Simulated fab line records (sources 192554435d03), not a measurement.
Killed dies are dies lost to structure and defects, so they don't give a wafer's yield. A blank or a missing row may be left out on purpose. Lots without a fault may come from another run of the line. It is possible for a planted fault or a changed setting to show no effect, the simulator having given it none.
Split-lot study | flow n5 finfet | on a route of 1938 steps: 7 lots, 21 wafers read

SPLIT DETAILS
At N5_FIN_SAQP_HM_DEP_03 (deposits SiNx from SiH4/NH3/N2, target thk 38 nm, time 33.6 s), the setting time s was moved away from the recipe's 33.6 s on 12 of the 21 wafers read, by -14.9% to +13.7%. For the rest of the wafers, this setting stayed at what the recipe calls for.

The split's own step is where the reading is taken.

THE READING
SiNx_of_FIN_SAQP_HM_DEP_03.thk nm (the simulator's own value, which no gauge read), in nm, at N5_FIN_SAQP_HM_DEP_03 (deposits SiNx from SiH4/NH3/N2, target thk 38 nm, time 33.6 s). There is no usual value for it anywhere in the file. Across the 9 wafers here that went through the recipe, the average is 38.07 nm and the standard deviation 0.5 nm.

wafer  | tool, chamber at the split | time s as run, s | against the recipe | SiNx_of_FIN_SAQP_HM_DEP_03.thk nm, nm | against lot-mates on the recipe
L075.3 | pecvd-02, 1                | 36.96            | +10.0%             | 40.09                                 | no lot-mate on the recipe
L075.4 | pecvd-02, 0                | 36.96            | +10.0%             | 41.87                                 | no lot-mate on the recipe
L075.5 | pecvd-02, 1                | 36.96            | +10.0%             | 40.96                                 | no lot-mate on the recipe
L080.2 | pecvd-01, 1                | 33.6             | recipe             | 37.74                                 | -
L080.4 | pecvd-01, 0                | 30.02            | -10.7%             | 33.94                                 | -3.80
L080.5 | pecvd-01, 1                | 30.02            | -10.7%             | 34.41                                 | -3.33
L082.1 | pecvd-03, 1                | 38.2             | +13.7%             | 42.49                                 | +4.17
L082.3 | pecvd-03, 2                | 38.2             | +13.7%             | 42.24                                 | +3.92
L082.4 | pecvd-03, 0                | 33.6             | recipe             | 38.32                                 | -
L086.4 | pecvd-02, 0                | 33.6             | recipe             | 38.72                                 | -
L086.5 | pecvd-02, 1                | 33.6             | recipe             | 37.73                                 | -
L086.6 | pecvd-02, 2                | 33.6             | recipe             | 38.45                                 | -
L092.2 | pecvd-03, 2                | 33.6             | recipe             | 38.03                                 | -
L092.4 | pecvd-03, 2                | 33.6             | recipe             | 38.43                                 | -
L092.5 | pecvd-03, 2                | 33.6             | recipe             | 38.26                                 | -
L096.3 | pecvd-03, 0                | 28.59            | -14.9%             | 32.58                                 | no lot-mate on the recipe
L096.4 | pecvd-03, 2                | 28.59            | -14.9%             | 33.05                                 | no lot-mate on the recipe
L096.5 | pecvd-03, 0                | 28.59            | -14.9%             | 32.46                                 | no lot-mate on the recipe
L097.1 | pecvd-02, 1                | 33.6             | recipe             | 36.97                                 | -
L097.3 | pecvd-02, 2                | 36.13            | +7.5%              | 40.15                                 | +3.18
L097.5 | pecvd-02, 1                | 36.13            | +7.5%              | 40.7                                  | +3.73

THE FIT
A straight line over all 21 wafers: SiNx_of_FIN_SAQP_HM_DEP_03.thk nm changes by +0.336 nm for each +1% of time s; r = +0.99; the points scatter about the line by 0.51 nm.
The same after taking each lot's own level away (the mean of its wafers on the recipe; 15 wafers): +0.332 nm for each +1%; r = +0.98; scatter 0.49 nm.
That fit puts the effect of the largest move of time s on the reading at 5 nm.
Measured against the standard deviation above, the lots' own levels, which go from 36.970 to 38.320 nm, span 2.7 times it.
So the lot-to-lot level changes the slope little: the two slopes agree.
Check: with one of the wafers moved furthest among these (+13.7%) left out of the fit, the line predicts +4.78 nm for it against its lot-mates. It came out at +4.17 nm against them.

OTHER SPLITS ON THESE WAFERS
Before the reading, these wafers also passed through other splits. Each is held against what the fit with the lots' levels taken away leaves over:
other split on the same wafers        | wafers away from the commonest value | r with SiNx_of_FIN_SAQP_HM_DEP_03.thk nm (lot level and that fit taken away)
N5_WELL_APT_EXPOSE_05 dose mj         | 9                                    | -0.09
N5_WELL_APT_DEVELOP_07 develop time s | 6                                    | +0.61

THE WHOLE CHAIN: every reading that the file lists as answering this split, in the file's order
step                    | what it does                                                  | reading                                                                            | change (the file's fit)               | r (the file's)
N5_FIN_SAQP_HM_DEP_03   | deposits SiNx from SiH4/NH3/N2, target thk 38 nm, time 33.6 s | SiNx_of_FIN_SAQP_HM_DEP_03.thk nm (the simulator's own value, which no gauge read) | +0.334 nm for each +1% of the setting | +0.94
N5_FIN_SAQP_THK_MEAS_05 |                                                               | thk nm                                                                             | withheld for each +1% of the setting  | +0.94

THE FILE'S OWN FIT
SiNx_of_FIN_SAQP_HM_DEP_03.thk nm changes by +0.334 nm for each +1% of time s, r = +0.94.
